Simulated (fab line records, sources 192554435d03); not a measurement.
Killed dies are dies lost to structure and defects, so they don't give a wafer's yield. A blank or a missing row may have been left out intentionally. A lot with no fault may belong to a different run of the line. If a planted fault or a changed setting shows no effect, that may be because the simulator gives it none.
Matching of chambers ; flow n5_finfet ; N5_GATE_CUT_CMP_23 on cmp-01: 4 sister chambers
The step polishes, stops on SiO2, t overpolish 23.4 s, target thk 16 nm. 4 wafers are shown with their chamber, then 7 later ones without.

## EACH WAFER AND ITS CHAMBER
wafer;chamber;motor_current_A (A)
L076.5;1;9.3
L081.5;3;8.1
L089.2;0;7.8
L089.4;2;8.1

## WAFERS WHOSE CHAMBER IS MISSING
wafer;motor_current_A (A)
L089.5;8.0
L092.4;8.0
L092.5;8.3
L092.6;7.7
L094.1;7.8
L094.2;7.7
L094.3;8.6

## WHICH CHAMBER EACH WENT THROUGH
wafer;from the rows above;in truth
L089.5;can't be placed: 2 or 3 or 0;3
L092.4;can't be placed: 2 or 3 or 0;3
L092.5;can't be placed: 2 or 3 or 0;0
L092.6;can't be placed: 0 or 2 or 3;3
L094.1;can't be placed: 0 or 2 or 3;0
L094.2;can't be placed: 0 or 2 or 3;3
L094.3;can't be placed: 2 or 3 or 1 or 0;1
0 of 7 placed correctly. Not placeable from these rows: 7 (in 7, the candidates include the true chamber). Number placed wrongly: 0.
How it was worked out, from the rows above alone: a wafer's distance from a chamber is the root of the sum, over the readings, of the square of ((its reading less the chamber's mean) divided by the reading's scatter). The wafer belongs to the nearest chamber; if the next one is less than 2 further off, it can't be placed. For every chamber, the mean is computed from those of its wafers that are shown. The scatter: root of mean squared gap, hidden wafer to nearest shown wafer, with one shown wafer a chamber.
